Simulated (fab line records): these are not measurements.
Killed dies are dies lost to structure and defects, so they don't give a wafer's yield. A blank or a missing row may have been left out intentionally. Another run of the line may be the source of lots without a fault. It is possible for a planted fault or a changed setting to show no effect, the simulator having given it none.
Matching of chambers | flow nand harc | cmp-01 running NHARC_A_M0_CMP_23: 4 sister chambers
The step polishes, t overpolish 20 s, target thk 113.75 nm. 8 wafers are shown with their chamber, then 6 later ones without.

EACH WAFER AND ITS CHAMBER
wafer  | chamber | motor current A (A) | pad life wafers
L075.1 | 2       | 11.5                | 121
L082.1 | 3       | 12.2                | 84
L087.1 | 3       | 12.8                | 300
L090.1 | 2       | 11.2                | 44
L090.3 | 1       | 10.0                | 43
L091.4 | 0       | 13.2                | 117
L094.2 | 1       | 9.8                 | 153
L094.3 | 0       | 14.5                | 152

WAFERS WHOSE CHAMBER IS MISSING
wafer  | motor current A (A) | pad life wafers
L093.2 | 13.0                | 169
L096.1 | 12.4                | 217
L096.4 | 10.0                | 219
L097.2 | 14.5                | 223
L097.3 | 11.0                | 225
L097.4 | 9.8                 | 224

CHAMBER TAKEN BY EACH
wafer  | from the rows above          | in truth
L093.2 | can't be placed: 3 or 0      | 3
L096.1 | 3                            | 3
L096.4 | can't be placed: 1 or 2      | 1
L097.2 | 0                            | 0
L097.3 | can't be placed: 2 or 1 or 3 | 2
L097.4 | can't be placed: 1 or 2      | 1
2 of 6 placed correctly. From these rows, 4 cannot be placed; in 4 the true chamber is one of the candidates. 0 placed wrongly.
How it was worked out, from the rows above alone: a wafer's distance from a chamber is the root of the sum, over the readings, of the square of ((its reading less the chamber's mean) divided by the reading's scatter). If the next closest chamber is less than 2 further off than the closest, the wafer can't be placed; otherwise it belongs to the closest. For every chamber, the mean is computed from those of its wafers that are shown. The scatter: the root of (the sum of the squares of (reading less its chamber's mean) over the shown wafers, divided by (wafers less chambers)).
